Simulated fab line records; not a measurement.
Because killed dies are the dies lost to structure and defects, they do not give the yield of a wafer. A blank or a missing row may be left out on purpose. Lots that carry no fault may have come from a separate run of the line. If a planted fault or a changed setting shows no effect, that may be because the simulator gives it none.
fab line records ; flow nand_harc
record: lots: 6; wafers: 18; last_day: 33
route steps=1302 shown A_BLC@1109 A_M0@1137 END@1302
lots untouched by any fault: they come from a run of this same line in which no faults occurred
start_h: hours from the record's first day to the start of the lot's first wafer shown ; wait_h: time in hours since the lot's previous step ; " unchanged from the row above ; L1.1+2: one row covering several wafers at once ; - no value, or no start was given ; * or withheld: withheld ; < > ~ a bound
route shown NAME@n: a module of which the file shows steps, and the number in the route of the first ; usual: average and standard deviation across the fault-free wafers ; same: alike in all rows ; chamber/n: place in a boat ; sites: readings site by site ; _std_site: the values' standard deviation ; _edge_site: mean of outer sites minus mean of inner sites ; radius_mm: how far each site lies from the wafer's centre ; mask NAME#n: copy n ; behind: tool/chamber where the wafer was last shaped ; hold: cause of the lot's hold/its duration in hours/its outcome ; device: names the non-switching transistor (n, p or np) ; end of line: tests run on the same wafers once the route is complete ; a step given without rows: its recipe and nothing more ; killed: not the wafer's yield, but the dies lost to structure and defects at the first sort ; map: shows each die of a wafer: x if killed, . if not, _ if none is there
set.NAME: the setting the step ran with; set.NAME@STEP: the setting that earlier step ran with ; model.NAME: the simulator's own value behind a step, which no gauge read
lots at some steps of the route; a table a step, a row a wafer
services: when a tool's chamber went out of use (start_h, in hours from the record's first day, below 0 if earlier), for how many hours, and the reason
== steps ==
step: NHARC_A_BLC_COAT_02
recipe: temp_c: 260; time_s: 75
step: NHARC_A_BLC_COAT_03
recipe: temp_c: 225; time_s: 65
step: NHARC_A_BLC_COAT_04
recipe: spin_rpm: 1500; resist_thk_nm: 90
step: NHARC_A_BLC_SOFTBAKE_05
recipe: temp_c: 105; time_s: 55
step: NHARC_A_BLC_EBR_06
step: NHARC_A_BLC_EXPOSE_07
recipe: na: 1.35; target_cd_nm: 100; dose_mj: 67.97; mask_id: A_BLC
step: NHARC_A_BLC_PEB_08
recipe: peb_temp_c: 100; peb_time_s: 65
step: NHARC_A_BLC_DEVELOP_09
recipe: develop_time_s: 35; dev_temp_c: 23
step: NHARC_A_BLC_CD_MEAS_10
recipe: target_cd_nm: 100; landing_energy_ev: 500
usual: cd_nm: 99.7/0.76
lot.wafer;tool;chamber;start_h;wait_h;cd_nm
L963.1;cd_sem-03;0;537.47;-;99.6
L963.4;cd_sem-03;0;537.47;-;99.3
L963.6;cd_sem-03;0;537.47;-;99.9
L970.2;cd_sem-02;0;604.78;-;99.8
L970.3;cd_sem-02;0;604.78;-;99.5
L970.6;cd_sem-02;0;604.78;-;98.6
L972.1;cd_sem-02;0;618.52;-;99.7
L972.5;cd_sem-02;0;618.52;-;99.6
L972.6;cd_sem-02;0;618.52;-;99.6
L974.3;cd_sem-02;0;630.65;-;97.9
L974.4;cd_sem-02;0;630.65;-;98.6
L974.6;cd_sem-02;0;630.65;-;99.9
L982.2;cd_sem-03;0;723.87;-;99.5
L982.3;cd_sem-03;0;723.87;-;99.5
L982.6;cd_sem-03;0;723.87;-;99.5
L985.2;cd_sem-01;0;736.19;-;99.7
L985.3;cd_sem-01;0;736.19;-;100.4
L985.4;cd_sem-01;0;736.19;-;101.1
step: NHARC_A_BLC_OVL_MEAS_11
usual: overlay_x_nm: 0.3/0.8; overlay_y_nm: -0.1/0.96
lot.wafer;tool;chamber;start_h;wait_h;overlay_x_nm;overlay_y_nm
L963.1;overlay-01;-;537.56;-;2.4;-0.2
L963.4;overlay-01;-;537.56;-;2.7;-0.2
L963.6;overlay-01;-;537.56;-;2.0;-0.4
L970.2;overlay-02;-;604.87;-;0.0;0.0
L970.3;overlay-02;-;604.87;-;-0.2;0.5
L970.6;overlay-02;-;604.87;-;0.1;0.2
L972.1;overlay-02;-;618.61;-;0.1;-0.6
L972.5;overlay-02;-;618.61;-;1.1;-0.4
L972.6;overlay-02;-;618.61;-;0.3;-0.3
L974.3;overlay-02;-;630.73;-;0.8;-1.2
L974.4;overlay-02;-;630.73;-;0.8;-1.4
L974.6;overlay-02;-;630.73;-;0.4;-0.8
L982.2;overlay-01;-;723.96;-;0.5;-0.6
L982.3;overlay-01;-;723.96;-;0.5;-0.5
L982.6;overlay-01;-;723.96;-;0.3;-0.8
L985.2;overlay-02;-;736.27;-;-0.5;-1.2
L985.3;overlay-02;-;736.27;-;-0.1;-1.0
L985.4;overlay-02;-;736.27;-;-0.4;-0.8
step: NHARC_A_BLC_INSPECT_12
usual: raw_defect_count: 83/39
lot.wafer;tool;chamber;start_h;wait_h;raw_defect_count
L963.1;defect_inspect-02;-;537.60;0.0;59
L963.4;defect_inspect-02;-;537.60;0.0;70
L963.6;defect_inspect-02;-;537.60;0.0;65
L970.2;defect_inspect-02;-;604.91;0.0;94
L970.3;defect_inspect-02;-;604.91;0.0;74
L970.6;defect_inspect-02;-;604.91;0.0;63
L972.1;defect_inspect-02;-;618.65;0.0;143
L972.5;defect_inspect-02;-;618.65;0.0;132
L972.6;defect_inspect-02;-;618.65;0.0;127
L974.3;defect_inspect-01;-;630.77;0.0;118
L974.4;defect_inspect-01;-;630.77;0.0;136
L974.6;defect_inspect-01;-;630.77;0.0;112
L982.2;defect_inspect-02;-;724.00;0.0;70
L982.3;defect_inspect-02;-;724.00;0.0;64
L982.6;defect_inspect-02;-;724.00;0.0;77
L985.2;defect_inspect-02;-;736.31;0.0;65
L985.3;defect_inspect-02;-;736.31;0.0;68
L985.4;defect_inspect-02;-;736.31;0.0;53
step: NHARC_A_BLC_DESCUM_15
recipe: time_s: 3; o2_flow_sccm: 200; ar_flow_sccm: 0; bias_power_w: 0; chemistry: O2
step: NHARC_A_BLC_ETCH_16
recipe: target_depth_a: 390; over_etch_frac: 0.3; time_s: 65; ion_energy_ev: 80; cf4_flow_sccm: 150; ar_flow_sccm: 0; rf_w: 300; bias_w: 100; chemistry: CF4
usual: chamber_pressure_mTorr: 50.00/0.04; drypump_motor_current_A: 6.0/0.47; oes_product_au: 1.005/0.014; rf_fwd_power_W: 297.0/1.4; rf_vpp_V: 151.4/1.3; showerhead_plenum_p_Torr: 1.78/0.064; throttle_valve_pct: 13.283/0.01
lot.wafer;tool;chamber;start_h;wait_h;chamber_pressure_mTorr;drypump_motor_current_A;oes_product_au;rf_fwd_power_W;rf_hours_counter_h;rf_vpp_V;showerhead_plenum_p_Torr;throttle_valve_pct
L963.1;rie_diel-01;2;537.75;0.1;49.98;6.6;1.025;296.1;10;151.2;1.66;13.292
L963.4;rie_diel-01;1;537.75;0.1;49.96;5.4;1.015;297.3;9;153.0;1.88;13.296
L963.6;rie_diel-01;3;537.75;0.1;49.99;6.2;1.025;295.9;-;150.5;1.72;13.276
L970.3;rie_diel-01;1;605.06;0.1;50.08;5.4;1.019;298.3;3;152.8;1.87;13.287
L970.2;rie_diel-01;3;605.06;0.1;49.94;6.2;1.027;298.3;3;150.9;1.72;13.287
L970.6;rie_diel-01;0;605.06;0.1;50.01;6.0;1.013;297.8;-;153.8;1.84;13.289
L972.1;rie_diel-07;0;618.80;0.1;49.99;5.5;1.016;297.9;13;152.4;1.81;13.275
L972.5;rie_diel-07;2;618.80;0.1;49.99;6.5;1.001;295.6;-;151.0;1.78;13.283
L972.6;rie_diel-07;3;618.80;0.1;50.00;5.9;0.977;298.5;-;150.5;1.79;13.279
L974.4;rie_diel-01;3;630.91;0.1;50.05;6.3;1.013;296.7;6;150.4;1.72;13.283
L974.3;rie_diel-01;0;630.91;0.1;50.00;6.0;0.988;295.8;5;152.4;1.84;13.287
L974.6;rie_diel-01;0;630.91;0.1;50.09;6.0;0.999;296.9;-;152.2;1.84;13.279
L982.2;rie_diel-12;3;724.15;0.1;49.97;5.4;1.001;296.1;30;150.8;1.71;13.284
L982.3;rie_diel-12;1;724.15;0.1;50.10;6.2;1.012;295.7;32;149.6;1.70;13.287
L982.6;rie_diel-12;2;724.15;0.1;50.02;5.8;1.016;296.8;-;151.1;1.71;13.279
L985.4;rie_diel-12;0;736.47;0.1;49.97;6.8;1.012;296.2;37;153.4;1.90;13.272
L985.2;rie_diel-12;1;736.47;0.1;49.99;6.1;1.011;296.4;34;150.9;1.70;13.305
L985.3;rie_diel-12;2;736.47;0.1;50.05;5.8;1.031;296.4;30;150.1;1.71;13.292
step: NHARC_A_BLC_ETCH_17
recipe: target_depth_a: 3900; over_etch_frac: 0.25; time_s: 609.38; ion_energy_ev: 200; n2_flow_sccm: 150; h2_flow_sccm: 150; ar_flow_sccm: 0; rf_w: 400; bias_w: 150; chemistry: N2/H2
usual: chamber_pressure_mTorr: 30.000/0.025; drypump_motor_current_A: 6.0/0.47; h2_flow_sccm: 150.0/0.41; oes_product_au: 1.005/0.014; rf_fwd_power_W: 399.5/1.2; rf_vpp_V: 430.8/2.4; showerhead_plenum_p_Torr: 2.05/0.082; throttle_valve_pct: 14.172/0.0093
lot.wafer;tool;chamber;start_h;wait_h;chamber_pressure_mTorr;drypump_motor_current_A;h2_flow_sccm;oes_product_au;rf_fwd_power_W;rf_hours_counter_h;rf_vpp_V;showerhead_plenum_p_Torr;throttle_valve_pct
L963.4;rie_diel-01;3;-;-;30.011;6.2;150.3;1.025;399.1;10;428.6;1.98;14.173
L963.1;rie_diel-01;0;-;-;29.992;6.0;149.8;0.998;399.0;9;434.0;2.13;14.177
L963.6;rie_diel-01;3;-;-;29.956;6.2;149.9;1.025;400.4;-;428.4;1.97;14.153
L970.3;rie_diel-01;3;-;-;30.029;6.2;149.7;1.019;399.7;3;428.1;1.97;14.168
L970.2;rie_diel-01;2;-;-;29.993;6.6;149.7;1.008;399.0;3;426.4;1.90;14.185
L970.6;rie_diel-01;3;-;-;30.029;6.2;149.7;1.021;400.4;-;428.0;1.97;14.173
L972.1;rie_diel-07;2;-;-;30.004;6.6;150.3;0.994;400.2;12;430.7;2.05;14.172
L972.6;rie_diel-07;3;-;-;30.001;5.9;150.5;0.995;400.7;-;432.2;2.06;14.178
L972.5;rie_diel-07;0;-;-;29.969;5.6;150.1;1.022;400.0;-;431.3;2.09;14.174
L974.3;rie_diel-01;3;-;-;30.023;6.3;149.9;1.012;399.3;6;429.2;1.97;14.175
L974.4;rie_diel-01;2;-;-;30.035;6.6;149.9;0.997;401.0;5;427.0;1.90;14.182
L974.6;rie_diel-01;0;-;-;29.979;6.0;150.4;0.990;401.3;-;432.5;2.13;14.163
L982.3;rie_diel-12;0;-;-;30.036;6.8;150.3;1.028;398.7;34;434.8;2.21;14.170
L982.2;rie_diel-12;1;-;-;30.021;6.1;150.2;1.024;398.1;32;427.7;1.96;14.161
L982.6;rie_diel-12;2;-;-;29.994;5.9;150.1;1.037;399.3;-;428.5;1.97;14.180
L985.3;rie_diel-12;3;-;-;30.052;5.4;150.3;1.002;399.7;32;430.0;1.97;14.173
L985.2;rie_diel-12;0;-;-;29.968;6.7;149.7;1.014;398.1;37;435.5;2.20;14.162
L985.4;rie_diel-12;1;-;-;29.969;6.2;149.9;1.011;398.7;34;428.3;1.96;14.169
step: NHARC_A_BLC_ETCH_18
recipe: target_depth_a: 9100; c4f8_flow_sccm: 20; o2_flow_sccm: 10; ar_flow_sccm: withheld; rf_w: 600; bias_w: 1500; chemistry: C4F8/O2/Ar
usual: chamber_pressure_mTorr: 24.998/0.023; oes_product_au: 0.953/0.023; rf_fwd_power_W: 598.9/1.7; rf_vpp_V: 979/5.1
lot.wafer;tool;chamber;start_h;wait_h;chamber_pressure_mTorr;oes_product_au;rf_fwd_power_W;rf_hours_counter_h;rf_vpp_V
L963.1;rie_diel-01;0;-;-;24.985;0.910;598.2;9;983
L963.4;rie_diel-01;3;-;-;25.003;0.931;599.6;10;973
L963.6;rie_diel-01;1;-;-;25.000;0.937;597.5;-;986
L970.3;rie_diel-01;2;-;-;25.004;0.983;597.4;3;970
L970.2;rie_diel-01;1;-;-;25.010;0.983;597.3;3;986
L970.6;rie_diel-01;2;-;-;25.009;0.968;596.7;-;970
L972.1;rie_diel-07;3;-;-;25.001;0.957;599.4;11;979
L972.5;rie_diel-07;2;-;-;25.023;0.963;599.5;-;980
L972.6;rie_diel-07;3;-;-;24.986;0.953;603.0;-;981
L974.3;rie_diel-01;0;-;-;25.028;0.952;598.2;6;985
L974.4;rie_diel-01;1;-;-;24.983;0.981;597.1;5;987
L974.6;rie_diel-01;1;-;-;24.974;0.979;598.1;-;988
L982.3;rie_diel-12;1;-;-;25.022;0.931;600.8;32;972
L982.2;rie_diel-12;2;-;-;25.010;0.941;600.1;28;973
L982.6;rie_diel-12;2;-;-;25.008;0.951;599.3;-;974
L985.4;rie_diel-12;3;-;-;24.964;0.973;598.8;33;973
L985.2;rie_diel-12;0;-;-;24.974;0.979;600.5;37;986
L985.3;rie_diel-12;2;-;-;24.999;0.973;598.4;30;974
step: NHARC_A_BLC_CD_MEAS_19
usual: cd_nm: 100.1/2.9
lot.wafer;tool;chamber;start_h;wait_h;cd_nm
L963.1;cd_sem-03;-;538.63;-;101.7
L963.4;cd_sem-03;-;538.63;-;98.8
L963.6;cd_sem-03;-;538.63;-;100.5
L970.2;cd_sem-02;-;605.94;-;98.7
L970.3;cd_sem-02;-;605.94;-;98.8
L970.6;cd_sem-02;-;605.94;-;97.7
L972.1;cd_sem-03;-;619.68;-;99.7
L972.5;cd_sem-03;-;619.68;-;104.2
L972.6;cd_sem-03;-;619.68;-;101.9
L974.3;cd_sem-01;-;631.80;-;93.5
L974.4;cd_sem-01;-;631.80;-;98.2
L974.6;cd_sem-01;-;631.80;-;100.3
L982.2;cd_sem-03;-;725.02;-;107.1
L982.3;cd_sem-03;-;725.02;-;97.6
L982.6;cd_sem-03;-;725.02;-;102.0
L985.2;cd_sem-02;-;737.35;-;95.2
L985.3;cd_sem-02;-;737.35;-;103.5
L985.4;cd_sem-02;-;737.35;-;103.5
step: NHARC_A_BLC_STRIP_29
recipe: cf4_flow_sccm: 150; ar_flow_sccm: 0; bias_w: 0; chemistry: CF4
step: NHARC_A_BLC_STRIP_21
recipe: o2_flow_sccm: 500; ar_flow_sccm: 0; bias_w: 0; chemistry: O2
step: NHARC_A_BLC_STRIP_22
recipe: time_s: 600; temp_c: 30; chemistry: post_etch_residue_remover
step: NHARC_A_BLC_DEGAS_30
recipe: temp_c: 300; time_s: 60
step: NHARC_A_BLC_PRE_CLEAN_31
recipe: time_s: 15; bias_v: 250; gas: Ar
step: NHARC_A_BLC_PVD_32
recipe: target_thk_a: 50; chamber_pressure_pa: 5; power_w: 5000; substrate_temp_c: 200; time_s: 17.7; material: Ti
step: NHARC_A_BLC_ALD_23
recipe: target_thk_a: 30; pulse_time_s: 1; ald_cycles: 150; temp_c: 450; material: TiN
usual: heater_power_w: 1054/140; precursor_pulse_height_rel: 1.001/0.02
lot.wafer;tool;chamber;start_h;wait_h;heater_power_w;precursor_pulse_height_rel;since_wet_clean_h
L963.4;ald_metal-03;1;539.47;-;1340;0.992;140
L963.1;ald_metal-03;2;539.47;-;1223;1.007;140
L963.6;ald_metal-03;1;539.47;-;1263;1.020;-
L970.3;ald_metal-03;2;606.87;-;1047;0.965;29
L970.2;ald_metal-03;3;606.87;-;1154;1.008;29
L970.6;ald_metal-03;0;606.87;-;1167;1.013;-
L972.1;ald_metal-02;0;620.57;-;1002;0.980;1
L972.6;ald_metal-02;0;620.57;-;968;1.005;-
L972.5;ald_metal-02;1;620.57;-;914;1.009;-
L974.4;ald_metal-04;0;632.63;-;998;0.990;149
L974.3;ald_metal-04;1;632.63;-;931;0.980;149
L974.6;ald_metal-04;1;632.63;-;925;1.019;-
L982.2;ald_metal-03;3;725.90;-;1162;0.993;148
L982.3;ald_metal-03;0;725.90;-;1193;1.013;148
L982.6;ald_metal-03;3;725.90;-;1161;1.010;-
L985.3;ald_metal-03;3;738.21;-;1181;1.005;160
L985.4;ald_metal-03;0;738.21;-;1184;0.984;160
L985.2;ald_metal-03;1;738.21;-;1237;1.006;160
step: NHARC_A_BLC_CVD_24
recipe: target_thk_a: 1500; temp_c: 300; pressure_torr: 40; wf6_flow_sccm: 40; h2_flow_sccm: 1600; ar_flow_sccm: 1560; time_s: 434; material: W
usual: heater_power_w: 476/26; throttle_valve_pct: 7.83/0.18
lot.wafer;tool;chamber;start_h;wait_h;heater_power_w;since_wet_clean_h;throttle_valve_pct
L963.1;cvd_w-01;1;-;-;503;161;7.85
L963.4;cvd_w-01;1;-;-;511;-;7.60
L963.6;cvd_w-01;0;-;-;461;-;8.05
L970.2;cvd_w-02;1;-;-;446;125;8.05
L970.3;cvd_w-02;0;-;-;477;-;7.94
L970.6;cvd_w-02;0;-;-;473;-;8.15
L972.1;cvd_w-02;1;-;-;449;139;7.61
L972.6;cvd_w-02;0;-;-;478;-;8.00
L972.5;cvd_w-02;1;-;-;470;-;7.87
L974.3;cvd_w-02;1;-;-;466;-;7.91
L974.4;cvd_w-02;0;-;-;473;-;7.99
L974.6;cvd_w-02;0;-;-;478;-;7.79
L982.2;cvd_w-02;1;-;-;435;63;8.04
L982.3;cvd_w-02;0;-;-;492;-;7.81
L982.6;cvd_w-02;0;-;-;500;-;7.79
L985.2;cvd_w-02;1;-;-;434;76;8.03
L985.3;cvd_w-02;1;-;-;444;-;8.03
L985.4;cvd_w-02;0;-;-;504;-;7.87
step: NHARC_A_BLC_CMP_25
recipe: t_overpolish_s: 30; target_thk_nm: 150
step: NHARC_A_BLC_SRD_27
step: NHARC_A_M0_DEP_00
recipe: target_thk_a: 1500; target_thk_nm: 150; temp_c: withheld; pressure_torr: 5; flow_sccm: 200; rf_w: 600; material: SiOC
step: NHARC_A_M0_DEHYDRATE_01
recipe: temp_c: 150; time_s: 120
step: NHARC_A_M0_HMDS_02
recipe: time_s: 30
step: NHARC_A_M0_COAT_33
recipe: temp_c: 200; time_s: 65
step: NHARC_A_M0_COAT_03
recipe: spin_rpm: 1500; resist_thk_nm: 90
step: NHARC_A_M0_SOFTBAKE_04
recipe: temp_c: 105; time_s: 55
step: NHARC_A_M0_EBR_05
step: NHARC_A_M0_EXPOSE_06
recipe: na: 1.35; target_cd_nm: 80; dose_mj: 83.25; mask_id: A_M0
step: NHARC_A_M0_PEB_07
recipe: peb_temp_c: 100; peb_time_s: 65
step: NHARC_A_M0_DEVELOP_08
recipe: develop_time_s: 35; dev_temp_c: 23
step: NHARC_A_M0_CD_MEAS_09
recipe: target_cd_nm: 80; landing_energy_ev: 500
usual: cd_nm: 79.6/0.98
lot.wafer;tool;chamber;start_h;wait_h;cd_nm
L963.1;cd_sem-03;0;541.52;-;78.6
L963.4;cd_sem-03;0;541.52;-;78.0
L963.6;cd_sem-03;0;541.52;-;78.9
L970.2;cd_sem-03;0;608.87;-;80.3
L970.3;cd_sem-03;0;608.87;-;79.8
L970.6;cd_sem-03;0;608.87;-;79.9
L972.1;cd_sem-02;0;622.61;-;80.9
L972.5;cd_sem-02;0;622.61;-;80.8
L972.6;cd_sem-02;0;622.61;-;81.0
L974.3;cd_sem-03;0;634.84;-;79.1
L974.4;cd_sem-03;0;634.84;-;79.5
L974.6;cd_sem-03;0;634.84;-;77.8
L982.2;cd_sem-02;0;727.95;-;80.9
L982.3;cd_sem-02;0;727.95;-;79.8
L982.6;cd_sem-02;0;727.95;-;81.0
L985.2;cd_sem-02;0;740.25;-;80.2
L985.3;cd_sem-02;0;740.25;-;78.9
L985.4;cd_sem-02;0;740.25;-;80.9
step: NHARC_A_M0_OVL_MEAS_10
recipe: pitch_nm: 160
usual: overlay_x_nm: -0.4/0.88; overlay_y_nm: 0.5/0.69
lot.wafer;tool;chamber;start_h;wait_h;overlay_x_nm;overlay_y_nm
L963.1;overlay-01;-;541.61;-;0.0;0.6
L963.4;overlay-01;-;541.61;-;-0.9;0.5
L963.6;overlay-01;-;541.61;-;-0.2;0.8
L970.2;overlay-02;-;608.95;-;0.6;0.2
L970.3;overlay-02;-;608.95;-;1.4;0.4
L970.6;overlay-02;-;608.95;-;1.3;0.0
L972.1;overlay-02;-;622.70;-;-0.1;0.8
L972.5;overlay-02;-;622.70;-;-0.3;0.8
L972.6;overlay-02;-;622.70;-;0.3;0.3
L974.3;overlay-01;-;634.92;-;1.6;1.2
L974.4;overlay-01;-;634.92;-;1.4;1.3
L974.6;overlay-01;-;634.92;-;2.0;0.8
L982.2;overlay-01;-;728.03;-;0.7;-0.2
L982.3;overlay-01;-;728.03;-;1.0;0.0
L982.6;overlay-01;-;728.03;-;1.2;0.0
L985.2;overlay-02;-;740.33;-;0.0;0.2
L985.3;overlay-02;-;740.33;-;0.0;0.2
L985.4;overlay-02;-;740.33;-;0.6;0.1
step: NHARC_A_M0_DESCUM_14
recipe: time_s: 3; o2_flow_sccm: 200; ar_flow_sccm: 0; bias_power_w: 0; chemistry: O2
usual: chamber_pressure_mTorr: 59.99/0.057; drypump_motor_current_A: 5.61/0.26; oes_product_au: 1.005/0.012; rf_vpp_V: 57.8/0.89; showerhead_plenum_p_Torr: 1.91/0.07; throttle_valve_pct: 11.311/0.0098
lot.wafer;tool;chamber;start_h;wait_h;chamber_pressure_mTorr;drypump_motor_current_A;oes_product_au;rf_hours_counter_h;rf_vpp_V;showerhead_plenum_p_Torr;throttle_valve_pct
L963.4;rie_diel-11;2;541.71;0.1;60.04;5.45;1.012;7;57.4;2.00;11.320
L963.1;rie_diel-11;1;541.71;0.1;60.04;4.96;1.003;7;58.5;1.87;11.325
L963.6;rie_diel-11;3;541.71;0.1;60.01;5.47;1.012;-;57.0;1.94;11.322
L970.2;rie_diel-11;1;609.05;0.1;59.91;4.98;1.008;14;57.1;1.87;11.292
L970.3;rie_diel-11;2;609.05;0.1;60.05;5.45;1.001;13;57.2;2.00;11.297
L970.6;rie_diel-11;2;609.05;0.1;59.91;5.43;0.995;-;59.6;2.00;11.312
L972.1;rie_diel-10;0;622.82;0.1;60.02;5.85;1.005;1;57.0;1.94;11.302
L972.6;rie_diel-10;1;622.82;0.1;59.98;5.40;1.013;-;56.8;1.78;11.304
L972.5;rie_diel-10;2;622.82;0.1;59.94;5.55;1.000;-;58.3;1.88;11.314
L974.3;rie_diel-10;3;635.03;0.1;59.95;5.90;1.002;2;58.6;1.97;11.309
L974.4;rie_diel-10;1;635.03;0.1;60.06;5.41;1.008;1;57.6;1.78;11.321
L974.6;rie_diel-10;2;635.03;0.1;59.97;5.52;0.988;-;57.3;1.88;11.303
L982.3;rie_diel-10;1;728.15;0.1;59.99;5.40;1.013;6;56.7;1.78;11.304
L982.2;rie_diel-10;2;728.15;0.1;60.04;5.54;0.999;7;59.4;1.88;11.310
L982.6;rie_diel-10;3;728.15;0.1;59.91;5.88;1.016;-;57.2;1.97;11.317
L985.3;rie_diel-08;3;740.43;0.1;59.94;5.74;0.992;0;56.8;1.79;11.306
L985.4;rie_diel-08;0;740.43;0.1;60.00;5.68;0.983;0;58.3;1.97;11.306
L985.2;rie_diel-08;2;740.43;0.1;60.03;5.79;0.978;0;58.2;1.94;11.322
step: NHARC_END_SORT_01
recipe: temp_c: 25
usual: killed_at_array: 59/21; killed_at_other: 1.0/1.1; killed_at_periphery: 4.0/2.6; killed_dies: 64/21; killed_open: 3.2/1.7; killed_short: 2.5/1.5
same: gross_dies: 677
lot.wafer;tool;chamber;start_h;wait_h;killed_at_array;killed_at_other;killed_at_periphery;killed_dies;killed_open;killed_short
L970.2;prober-01;0;654.00;2.8;154;3;3;160;2;0
L970.3;prober-01;0;654.80;3.1;81;1;6;88;3;2
L970.6;prober-01;0;657.20;4.0;151;1;4;156;3;2
L972.6;prober-01;0;667.36;4.0;90;1;2;93;2;2
L974.3;prober-02;0;675.03;3.1;140;1;1;142;2;2
L974.4;prober-02;0;675.83;3.4;181;0;2;183;1;1
L974.6;prober-02;0;677.44;4.0;167;1;3;171;1;2
killed by level:class
L970.2 A_BLC:unspecified=102 A_SLIT:chamber_film_flake=26 A_CHANNEL_HOLE_D2:chamber_film_flake=9 A_CONTACT:chamber_film_flake=9 A_STAIRCASE:chamber_film_flake=5 THIN_TSV:chamber_film_flake=3 P_M2:chamber_film_flake=2 A_CHANNEL_FILL_D1:geometric_particle:open=1
L970.3 A_BLC:unspecified=36 A_SLIT:chamber_film_flake=31 A_CHANNEL_HOLE_D2:chamber_film_flake=5 P_ZERO_WELL:chamber_film_flake=4 A_STAIRCASE:chamber_film_flake=3 A_CHANNEL_HOLE_D1:chamber_film_flake=2 P_GATE:geometric_particle:open=1 A_ONON_D1:geometric_particle:short=1
L970.6 A_BLC:unspecified=95 A_SLIT:chamber_film_flake=26 A_CHANNEL_HOLE_D2:chamber_film_flake=11 A_STAIRCASE:chamber_film_flake=6 A_CONTACT:chamber_film_flake=6 P_ZERO_WELL:chamber_film_flake=2 A_CHANNEL_HOLE_D1:chamber_film_flake=2 P_GATE:geometric_particle:open=1
L972.6 A_SLIT:chamber_film_flake=36 A_CHANNEL_HOLE_D1:chamber_film_flake=30 A_CHANNEL_HOLE_D2:chamber_film_flake=18 A_WL_FILL:geometric_particle:open=2 A_ONON_D1:geometric_particle:short=1 A_STAIRCASE:geometric_particle:short=1 P_GATE:chamber_film_flake=1 P_M1:chamber_film_flake=1
L974.3 A_BLC:unspecified=88 A_SLIT:chamber_film_flake=30 A_CHANNEL_HOLE_D2:chamber_film_flake=11 A_CHANNEL_HOLE_D1:chamber_film_flake=5 A_SOURCE_PLATE:geometric_particle:short=1 A_DECK1_JOINT:geometric_particle:open=1 A_ONON_D2:geometric_particle:short=1 A_BLC:geometric_particle:open=1
L974.4 A_BLC:unspecified=105 A_CHANNEL_HOLE_D1:chamber_film_flake=34 A_SLIT:chamber_film_flake=34 A_CHANNEL_HOLE_D2:chamber_film_flake=5 P_BONDPAD:chamber_film_flake=2 A_CHANNEL_HOLE_D1:geometric_particle:short=1 A_BLC:geometric_particle:open=1 A_STAIRCASE:chamber_film_flake=1
L974.6 A_BLC:unspecified=91 A_SLIT:chamber_film_flake=32 A_CHANNEL_HOLE_D1:chamber_film_flake=26 A_CHANNEL_HOLE_D2:chamber_film_flake=12 A_ZERO_WELL:chamber_film_flake=3 P_STI:geometric_particle:short=1 P_CONTACT:geometric_particle:open=1 A_SGD_CUT:geometric_particle:short=1
map L970.2 (x killed, . not)
____________.____________
_________......._________
_______..........._______
______.............______
_____..x............_____
____..x..x...........____
____.xxxx.x..........____
___.xxxxxx...x........___
___.xxxxxxxx..........___
__.xxxxxxxx............__
__.xxxxxxxxxxx.........__
_x.xxxxxxxxx............_
_.xxxxxxxxxx............_
_..xxxxxxxxx............_
_..xxxxxxxxx............_
_..xxxxxxxxx............_
x.x.xxxxxxx..............
.....xxxxx...............
....x.xxxx.....x.........
..........x.....x..x.....
......x......x..xxx.x....
_..............xxxxx.x.._
_...............xxxx...._
_...x...........xxxx...._
_.x............xxx.xx..._
_................x.x...._
__.x...........xxx.....__
__.......x.....x.x.....__
___..............x....___
___.x....x............___
____.................____
____................x____
_____.......x....x.._____
______........x.xx.______
_______......x..xx_______
_________......._________
____________.____________
map L974.4 (x killed, . not)
____________.____________
_________......._________
_______..........._______
______...x.........______
_____.x....x........_____
____.xxxx.x..........____
____.xxxxxx..........____
___xxxxxxxx...........___
___xxxxxxxx...........___
__.xxxxxxxxx...........__
__.xxxxxxxxx...........__
_.xxxxxxxxxx............_
_..xxxxxxxxx............_
_..xxxxxxxxx............_
_..xxxxxxxx............._
_..xxxxxxxxx............_
...xxxxxxxxx.............
.....xxxxx...............
....x.x.xx.........x.....
....x..........x.........
x...............x..xx....
_...............xxxx...._
_..............xxxx.x..._
_..............xxxxxx..._
_....x.........xx.xxxx.._
_...xx.........xxx......_
__..xxx...x.....x.x....__
__.xxxxx.........xxx...__
___.xxxxx.............___
___.xx.xx.............___
____xxx..............____
____xx...x..........x____
_____.xx.x.........x_____
______xxx..........______
_______x.........._______
_________......._________
____________.____________
== services ==
tool;chamber;start_h;hours;kind
rie_diel-07;2;516.20;3.2;repair
rie_diel-01;0;555.35;1.4;repair
rie_diel-01;-;557.80;9.0;pm
ald_metal-03;-;568.00;10.0;pm
rie_diel-07;1;582.54;3.6;repair
ald_metal-03;-;585.25;1.9;repair
rie_diel-01;2;585.60;7.8;repair
rie_diel-10;-;596.50;9.0;pm
rie_diel-07;3;603.12;7.9;repair
ald_metal-03;-;608.84;5.7;repair
rie_diel-12;0;616.67;2.9;repair
rie_diel-12;-;626.16;9.0;pm
rie_diel-01;3;637.68;29.2;repair
rie_diel-07;3;644.79;21.4;repair
rie_diel-07;-;648.26;9.0;pm
cvd_w-02;-;649.75;13.0;pm
rie_diel-01;0;662.68;1.5;repair
ald_metal-03;1;676.02;3.1;repair
cvd_w-02;1;701.61;3.7;repair
cvd_w-02;-;720.05;1.3;repair
rie_diel-01;1;721.26;5.0;repair
rie_diel-01;-;734.80;9.0;pm
rie_diel-10;3;738.52;5.7;repair
ald_metal-03;-;740.22;1.3;repair
== key ==
first_sign: step: NHARC_END_SORT_01; reading: killed_at_array; direction: up; sigmas: 4.1; usual: 59; struck: 146; wafers_moved: 5
effect: step: NHARC_END_SORT_01; reading: killed_dies; direction: up; sigmas: 4; usual: 64; struck: 150; wafers_moved: 5
more_kills_born_at: NHARC_A_BLC_ETCH_16@rie_diel-01: 517
met_at NHARC_A_BLC_ETCH_16
struck_wafers L970.2,L970.3,L970.6,L974.3,L974.4,L974.6
tester_left_out L970,L974
onset_between 537.75 605.06
also_fits NHARC_A_BLC_ETCH_17:rie_diel-01,NHARC_A_BLC_ETCH_18:rie_diel-01
fault: kind: chamber_particle_source; tool: rie_diel-01; chamber: -; onset_h: 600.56; steps: NHARC_A_BLC_ETCH_16; rate_per_visit_cm2: 2.1826; end_h: 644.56
tester_left_out: of these lots the tester's yield and bins aren't shown, on N5 and GAA mostly nor the transistor test; their killed dies are dies lost to structure and defects alone, not to doping, threshold or leakage, so they don't give the yield
